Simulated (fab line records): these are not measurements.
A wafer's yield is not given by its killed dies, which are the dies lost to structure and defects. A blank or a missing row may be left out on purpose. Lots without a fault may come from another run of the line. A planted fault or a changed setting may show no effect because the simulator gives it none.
Which tool did it? + flow nand harc + 12 lots, 36 wafers sampled, at 6 steps of a route of 1159

== WHAT THE GAUGES SHOWED, per wafer ==
NHARC_P_M0_INSPECT_27.
| lot  | measured     | on                | raw defect count |
|------|--------------|-------------------|------------------|
| L075 | day 6 05:46  | defect inspect-01 | 304 242 240      |
| L077 | day 7 00:17  | defect inspect-02 | 199 301 335      |
| L079 | day 7 00:45  | defect inspect-02 | 304 236 355      |
| L081 | day 8 01:15  | defect inspect-01 | 272 446 312      |
| L083 | day 8 01:25  | defect inspect-01 | 431 349 238      |
| L085 | day 9 01:59  | defect inspect-02 | 180 224 158      |
| L087 | day 9 02:07  | defect inspect-01 | 370 238 202      |
| L089 | day 9 18:02  | defect inspect-01 | 312 242 372      |
| L091 | day 10 01:38 | defect inspect-02 | 377 324 258      |
| L093 | day 10 17:27 | defect inspect-02 | 237 348 351      |
| L095 | day 10 22:16 | defect inspect-01 | 416 512 329      |
| L097 | day 11 18:59 | defect inspect-01 | 302 340 211      |

== EACH LOT AND THE TOOL THAT RAN IT (in order: tool; ch and the chambers of the sampled wafers; start) ==
| lot  | NHARC_P_ZERO_WELL_DESCUM_54       | NHARC_P_GATE_STRIP_111               | NHARC_P_CONTACT_CMP_01        | NHARC_P_CONTACT_DESCUM_17          | NHARC_P_CONTACT_DEGAS_38     |
|------|-----------------------------------|--------------------------------------|-------------------------------|------------------------------------|------------------------------|
| L075 | rie diel-13 ch 0,3, day 1 23:53   | plasma asher-02 ch 0,1, day 5 10:57  | cmp-04 ch 0,2,3, day 5 19:02  | rie diel-11 ch 0,1,3, day 5 20:04  | pvd sputter-03, day 5 21:38  |
| L077 | rie diel-04 ch 0,1,3, day 2 12:02 | plasma asher-01 ch 0,1, day 6 02:38  | cmp-04 ch 1,2,3, day 6 09:29  | rie diel-02 ch 0,1,3, day 6 10:22  | pvd sputter-03, day 6 12:00  |
| L079 | rie diel-13 ch 1,2, day 2 23:52   | plasma asher-01 ch 0,1, day 6 08:52  | cmp-04 ch 2,3, day 6 16:15    | rie diel-11 ch 0,2, day 6 17:09    | pvd sputter-01, day 6 18:44  |
| L081 | rie diel-13 ch 2,3, day 3 11:41   | plasma asher-01 ch 0,1, day 7 09:46  | cmp-01 ch 0,2, day 7 16:25    | rie diel-09 ch 0,1,3, day 7 17:27  | pvd sputter-03, day 7 19:14  |
| L083 | rie diel-13 ch 0,2, day 3 23:56   | plasma asher-02 ch 0,1, day 7 09:53  | cmp-03 ch 0,1,2, day 7 16:49  | rie diel-11 ch 0,1,2, day 7 17:47  | pvd sputter-02, day 7 19:23  |
| L085 | rie diel-04 ch 1,3, day 4 12:16   | plasma asher-01 ch 0,1, day 8 09:32  | cmp-03 ch 0,2,3, day 8 16:21  | rie diel-11 ch 0,1,2, day 8 17:20  | pvd sputter-02, day 8 18:56  |
| L087 | rie diel-04 ch 1,2,3, day 5 00:03 | plasma asher-01 ch 0,1, day 8 10:49  | cmp-01 ch 0,1,3, day 8 17:23  | rie diel-09 ch 0,1,2, day 8 18:16  | pvd sputter-03, day 8 19:50  |
| L089 | rie diel-12 ch 1,2,3, day 5 11:55 | plasma asher-01 ch 0,1, day 9 03:26  | cmp-01 ch 0,2,3, day 9 10:16  | rie diel-11 ch 2,3, day 9 11:17    | pvd sputter-03, day 9 12:56  |
| L091 | rie diel-13 ch 1,3, day 6 00:07   | plasma asher-02 ch 0,1, day 9 09:58  | cmp-04 ch 1,2, day 9 16:23    | rie diel-09 ch 0,1,2, day 9 17:19  | pvd sputter-02, day 9 18:53  |
| L093 | rie diel-04 ch 1,2,3, day 6 11:54 | plasma asher-01 ch 0,1, day 10 01:01 | cmp-01 ch 0,2,3, day 10 08:09 | rie diel-09 ch 0,3, day 10 08:59   | pvd sputter-02, day 10 10:52 |
| L095 | rie diel-12 ch 2,3, day 6 23:58   | plasma asher-02 ch 0, day 10 07:29   | cmp-04 ch 1,2,3, day 10 14:19 | rie diel-09 ch 0,3, day 10 15:21   | pvd sputter-01, day 10 17:02 |
| L097 | rie diel-13 ch 1,2,3, day 7 11:56 | plasma asher-01 ch 0,1, day 10 23:48 | cmp-01 ch 0,1,2, day 11 06:45 | rie diel-02 ch 0,1,2, day 11 07:44 | pvd sputter-01, day 11 09:43 |
- NHARC_P_ZERO_WELL_DESCUM_54: chemistry O2, time 3 s.
- NHARC_P_GATE_STRIP_111: strips in N2/H2, time 250 s.
- NHARC_P_CONTACT_CMP_01: polishes SiO2, target thk 200 nm.
- NHARC_P_CONTACT_DESCUM_17: chemistry O2, time 3 s.
- NHARC_P_CONTACT_DEGAS_38: time 60 s.

== THE ANSWER, worked out from the rows above alone ==
Rule: the lots themselves supply what counts as usual. The widest of any qualifying gaps counts: lots, ordered by their means at a reading, are off when they make up no more than a third of the lots, leave a main group of 4 or more, and stand apart from it by 3 or more times the standard deviation of that group's means. The tables above print the reading to a certain number of digits; a main group whose means all agree to those digits is not used. Also off: a lot with no number at a reading for which 4 or more lots have one. Any other lot the step has rows for is counted as sound.
None of the lots is off at any reading shown; this tells nothing.

== WHAT WAS PUT IN BY THE SIMULATOR ==
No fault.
